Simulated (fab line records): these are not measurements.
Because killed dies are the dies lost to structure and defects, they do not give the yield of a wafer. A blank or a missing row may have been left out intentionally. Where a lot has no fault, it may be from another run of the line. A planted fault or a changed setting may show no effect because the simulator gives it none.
fab line records + flow nandHarc
[record]
- lots = 5
- wafers = 15
- lastDay = 32
route steps=1302 shown P_ZERO_WELL@29 END@1302
lots that met no fault: taken from a fault-free run of the same line
startH: start of the lot's first displayed wafer, in hours after the record's first day + waitH: hours since the lot's step before + " the same as in the row above + L1.1+2: several wafers, shown together as one row + - value missing, or start not given + * or withheld: withheld + < > ~ a bound
route shown NAME@n: names a module that has steps shown in the file, with the first one's number in the route + usual: the fault-free wafers' mean and standard deviation + same: alike in all rows + chamber/n: place in a boat + sites: the reading at each site + _std_site: standard deviation across them + _edge_site: inner sites' mean taken away from outer sites' mean + radiusMm: for every site, how far away it sits from the centre of the wafer + mask NAME#n: copy n + behind: the most recent tool/chamber to have shaped the wafer + hold: cause of the lot's hold/its duration in hours/its outcome + device: transistor that didn't switch, given as n, p or np + end of line: the same wafers' tests at the end of the route + a step with no rows: only its recipe + killed: dies lost to structure and defects at the first sort, not the wafer's yield + map: the dies of a wafer, with x for killed, . for not killed, _ for no die there
set.NAME: setting as actually run; set.NAME@STEP: the setting as run at that earlier step + model.NAME: the simulator's own value behind a step, which no gauge read
lots seen at some steps along the route; tables by step, rows by wafer
services: the hour from which a tool's chamber was out of use, counted from the record's first day as startH (under 0 if before that day), plus the number of hours and why
[[steps]]
[step NHARC_P_ZERO_WELL_CD_MEAS_24]
[recipe]
- targetCdNm = 720
- landingEnergyEv = 500
[usual]
- cdNm = 717.9/1.7
| lot.wafer | tool     | chamber | startH | waitH | cdNm  |
|-----------|----------|---------|--------|-------|-------|
| L665.2    | cdSem-01 | 0       | 42.46  | -     | 718.4 |
| L665.5    | "        | 0       | "      | "     | 720.8 |
| L665.6    | "        | 0       | "      | "     | 720.6 |
| L666.1    | cdSem-03 | 0       | 52.45  | -     | 718.6 |
| L666.2    | "        | 0       | "      | "     | 718.0 |
| L666.4    | "        | 0       | "      | "     | 715.3 |
| L671.2    | cdSem-03 | 0       | 102.60 | -     | 717.0 |
| L671.4    | "        | 0       | "      | "     | 717.1 |
| L671.5    | "        | 0       | "      | "     | 716.5 |
| L681.2    | cdSem-03 | 0       | 202.33 | -     | 719.0 |
| L681.4    | "        | 0       | "      | "     | 720.3 |
| L681.5    | "        | 0       | "      | "     | 718.5 |
| L684.2    | cdSem-02 | 0       | 232.46 | -     | 720.1 |
| L684.5    | "        | 0       | "      | "     | 720.3 |
| L684.6    | "        | 0       | "      | "     | 716.5 |
[step NHARC_P_ZERO_WELL_HARDBAKE_25]
[recipe]
- tempC = 125
- timeS = 80
[step NHARC_P_ZERO_WELL_DESCUM_26]
[recipe]
- timeS = 3
- o2FlowSccm = 200
- arFlowSccm = 0
- biasPowerW = 0
- chemistry = O2
[usual]
- drypumpMotorCurrentA = 5.6/0.48
- o2FlowSccm = 199.9/0.56
- oesProductAu = 0.996/0.0097
- rfVppV = 57.9/0.88
- showerheadPlenumPTorr = 1.96/0.063
- throttleValvePct = 11.309/0.0084
[same]
- timeS = 3
| lot.wafer | tool       | chamber | startH | waitH | drypumpMotorCurrentA | o2FlowSccm | oesProductAu | rfHoursCounterH | rfVppV | showerheadPlenumPTorr | throttleValvePct |
|-----------|------------|---------|--------|-------|----------------------|------------|--------------|-----------------|--------|-----------------------|------------------|
| L665.2    | rieDiel-07 | 1       | 42.62  | -     | 5.0                  | 199.9      | 0.996        | 34              | 58.8   | 2.00                  | 11.304           |
| L665.5    | "          | 1       | "      | "     | 5.0                  | 199.8      | 0.989        | -               | 58.6   | 2.00                  | 11.296           |
| L665.6    | "          | 2       | "      | "     | 5.3                  | 200.2      | 1.011        | -               | 58.1   | 2.02                  | 11.306           |
| L666.2    | rieDiel-08 | 1       | 52.64  | -     | 5.8                  | 200.4      | 1.013        | 7               | 58.0   | 1.99                  | 11.307           |
| L666.1    | "          | 2       | "      | "     | 5.4                  | 198.4      | 1.013        | 6               | 59.1   | 1.94                  | 11.318           |
| L666.4    | "          | 3       | "      | "     | 5.5                  | 200.3      | 1.001        | 6               | 56.7   | 1.83                  | 11.310           |
| L671.4    | rieDiel-06 | 1       | 102.77 | -     | 5.8                  | 200.5      | 1.008        | 42              | 57.3   | 1.93                  | 11.298           |
| L671.2    | "          | 2       | "      | "     | 6.6                  | 200.0      | 0.989        | 42              | 57.2   | 1.90                  | 11.318           |
| L671.5    | "          | 1       | "      | "     | 5.7                  | 200.7      | 1.000        | -               | 57.3   | 1.93                  | 11.317           |
| L681.2    | rieDiel-07 | 3       | 202.50 | -     | 5.2                  | 200.1      | 1.004        | 18              | 59.1   | 1.90                  | 11.307           |
| L681.4    | "          | 1       | "      | "     | 5.0                  | 199.7      | 0.986        | 23              | 58.4   | 1.98                  | 11.314           |
| L681.5    | "          | 3       | "      | "     | 5.3                  | 200.1      | 1.017        | -               | 57.0   | 1.90                  | 11.293           |
| L684.2    | rieDiel-06 | 2       | 232.62 | -     | 6.6                  | 199.5      | 0.986        | 30              | 58.8   | 1.88                  | 11.314           |
| L684.6    | "          | 2       | "      | "     | 6.7                  | 199.8      | 0.971        | -               | 57.0   | 1.88                  | 11.330           |
| L684.5    | "          | 3       | "      | "     | 5.9                  | 200.5      | 0.987        | -               | 57.0   | 1.91                  | 11.319           |
[step NHARC_P_ZERO_WELL_IMPLANT_27]
[recipe]
- energyKev = 600
- doseCm2 = 1e+13
- tiltDeg = 7
[step NHARC_P_ZERO_WELL_IMPLANT_57]
[recipe]
- energyKev = 250
- doseCm2 = 4e+12
- tiltDeg = 7
[step NHARC_P_ZERO_WELL_IMPLANT_58]
[recipe]
- energyKev = 100
- doseCm2 = 2e+12
- tiltDeg = 7
[step NHARC_P_ZERO_WELL_STRIP_28]
[recipe]
- timeS = 840
- tempC = 130
- chemistry = SPM
[step NHARC_P_ZERO_WELL_DEHYDRATE_29]
[recipe]
- tempC = 150
- timeS = 120
[step NHARC_P_ZERO_WELL_HMDS_30]
[recipe]
- timeS = 30
[step NHARC_P_ZERO_WELL_COAT_31]
[recipe]
- spinRpm = withheld
[step NHARC_P_ZERO_WELL_SOFTBAKE_32]
[recipe]
- tempC = 122
- timeS = 95
[step NHARC_P_ZERO_WELL_EBR_33]
[step NHARC_P_ZERO_WELL_EXPOSE_34]
[recipe]
- na = 0.6
- targetCdNm = 720
- doseMj = 22.31
- maskId = P_PWELL
| lot.wafer  | tool          | chamber | startH | waitH | mask         |
|------------|---------------|---------|--------|-------|--------------|
| L665.2+5+6 | krfScanner-04 | 0       | 43.82  | -     | P_PWELL#0    |
| L666.1+2+4 | krfScanner-02 | 0       | 53.96  | -     | P_PWELL#0    |
| L671.2+4+5 | krfScanner-04 | 0       | 104.10 | -     | P_PWELL_R1#0 |
| L681.2+4+5 | krfScanner-03 | 0       | 203.81 | -     | P_PWELL#0    |
| L684.2+5+6 | krfScanner-03 | 0       | 233.95 | -     | P_PWELL#0    |
[step NHARC_P_ZERO_WELL_PEB_35]
[recipe]
- pebTempC = 118
- pebTimeS = 85
[step NHARC_P_ZERO_WELL_DEVELOP_36]
[recipe]
- timeS = 70
[step NHARC_P_ZERO_WELL_CD_MEAS_37]
[recipe]
- targetCdNm = 720
- landingEnergyEv = 500
[usual]
- cdNm = 718.4/1.8
| lot.wafer | tool     | chamber | startH | waitH | cdNm  |
|-----------|----------|---------|--------|-------|-------|
| L665.2    | cdSem-01 | 0       | 43.97  | -     | 718.5 |
| L665.5    | "        | 0       | "      | "     | 716.5 |
| L665.6    | "        | 0       | "      | "     | 716.3 |
| L666.1    | cdSem-02 | 0       | 54.12  | -     | 716.6 |
| L666.2    | "        | 0       | "      | "     | 718.7 |
| L666.4    | "        | 0       | "      | "     | 718.1 |
| L671.2    | cdSem-02 | 0       | 104.25 | -     | 696.7 |
| L671.4    | "        | 0       | "      | "     | 693.5 |
| L671.5    | "        | 0       | "      | "     | 695.0 |
| L681.2    | cdSem-01 | 0       | 203.97 | -     | 716.3 |
| L681.4    | "        | 0       | "      | "     | 719.2 |
| L681.5    | "        | 0       | "      | "     | 715.8 |
| L684.2    | cdSem-02 | 0       | 234.10 | -     | 721.7 |
| L684.5    | "        | 0       | "      | "     | 718.3 |
| L684.6    | "        | 0       | "      | "     | 720.3 |
[step NHARC_P_ZERO_WELL_HARDBAKE_38]
[recipe]
- tempC = 125
- timeS = 80
[step NHARC_END_SORT_01]
[recipe]
- tempC = 25
[usual]
- killedAtArray = 58/20
- killedAtOther = 1.0/1.2
- killedAtPeriphery = 4.1/3
- killedDies = 63/20
- killedOpen = 3.2/1.7
- killedShort = 2.5/1.5
[same]
- grossDies = 677
| lot.wafer | tool      | chamber | startH | waitH | killedAtArray | killedAtOther | killedAtPeriphery | killedDies | killedOpen | killedShort |
|-----------|-----------|---------|--------|-------|---------------|---------------|-------------------|------------|------------|-------------|
| L684.2    | prober-01 | 0       | 769.32 | 2.9   | 52            | 0             | 4                 | 56         | 0          | 2           |
| L684.5    | prober-01 | 0       | 771.75 | 3.8   | 65            | 2             | 3                 | 70         | 5          | 3           |
| L684.6    | prober-01 | 0       | 772.57 | 4.1   | 60            | 1             | 1                 | 62         | 1          | 2           |
// killed by level:class
L684.2 A_SLIT:chamberFilmFlake=31 A_CHANNEL_HOLE_D1:chamberFilmFlake=16 P_STI:chamberFilmFlake=2 P_M1:chamberFilmFlake=2 A_CHANNEL_FILL_D2:geometricParticle:short=1 A_BLC:geometricParticle:short=1 A_CHANNEL_FILL_D1:chamberFilmFlake=1 A_CHANNEL_HOLE_D2:chamberFilmFlake=1
L684.5 A_SLIT:chamberFilmFlake=36 A_CHANNEL_HOLE_D1:chamberFilmFlake=17 A_STAIRCASE:chamberFilmFlake=2 THIN_TSV:chamberFilmFlake=2 P_GATE:geometricParticle:open=1 A_SOURCE_PLATE:geometricParticle:open=1 A_ONON_D1:geometricParticle:open=1 A_CHANNEL_FILL_D1:geometricParticle:open=1
L684.6 A_SLIT:chamberFilmFlake=33 A_CHANNEL_HOLE_D1:chamberFilmFlake=19 A_CONTACT:chamberFilmFlake=2 A_CHANNEL_FILL_D1:geometricParticle:open=1 A_CHANNEL_HOLE_D2:geometricParticle:short=1 A_STAIRCASE:geometricParticle:short=1 P_M1:chamberFilmFlake=1 A_CHANNEL_HOLE_D2:chamberFilmFlake=1
[[services]]
| tool          | chamber | startH | hours | kind   |
|---------------|---------|--------|-------|--------|
| rieDiel-07    | 0       | 22.71  | -     | clean  |
| rieDiel-07    | 1       | 22.71  | -     | clean  |
| rieDiel-07    | 2       | 22.71  | -     | clean  |
| rieDiel-07    | 3       | 22.71  | -     | clean  |
| rieDiel-06    | 0       | 36.56  | -     | clean  |
| rieDiel-06    | 1       | 36.56  | -     | clean  |
| krfScanner-03 | -       | 52.00  | 4.0   | pm     |
| krfScanner-02 | -       | 60.22  | 0.4   | repair |
| rieDiel-07    | -       | 65.31  | 0.4   | repair |
| krfScanner-02 | -       | 95.66  | 4.0   | pm     |
| rieDiel-07    | -       | 117.20 | 9.0   | pm     |
| krfScanner-02 | -       | 121.27 | 0.6   | repair |
| rieDiel-07    | 0       | 127.55 | 1.2   | repair |
| rieDiel-06    | -       | 130.74 | 9.0   | pm     |
| krfScanner-03 | -       | 132.37 | 0.2   | repair |
| rieDiel-08    | 2       | 140.96 | 1.7   | repair |
| krfScanner-04 | -       | 169.11 | 1.5   | repair |
| krfScanner-04 | -       | 181.94 | 1.2   | repair |
| rieDiel-07    | 2       | 184.42 | 8.1   | repair |
| rieDiel-08    | -       | 194.10 | 9.0   | pm     |
| rieDiel-06    | 2       | 213.07 | 3.7   | repair |
| krfScanner-03 | -       | 224.00 | 4.0   | pm     |
| krfScanner-04 | -       | 230.22 | 6.8   | repair |
| krfScanner-02 | -       | 230.54 | 0.6   | repair |
[[key]]
[firstSign]
- step = NHARC_P_ZERO_WELL_EXPOSE_34
- reading = mask
- direction = changed
[effect]
- step = NHARC_P_ZERO_WELL_CD_MEAS_37
- reading = cdNm
- direction = down
- sigmas = 13
- usual = 718.4
- struck = 695.1
metAt NHARC_P_ZERO_WELL_EXPOSE_34
struckWafers L671.2,L671.4,L671.5
testerLeftOut L671
onsetBetween 43.82 104.10
[fault]
- kind = wrongMask
- tool = any
- chamber = -
- onsetH = 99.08
- steps = NHARC_P_ZERO_WELL_EXPOSE_34
- auxCopy = P_PWELL_R1#0
- cdOffsetNm = -18.644
- scope = struckLotsOnly
// testerLeftOut: of these lots the tester's yield and bins aren't shown, on N5 and GAA mostly nor the transistor test; their killed dies are dies lost to structure and defects alone, not to doping, threshold or leakage, so they don't give the yield
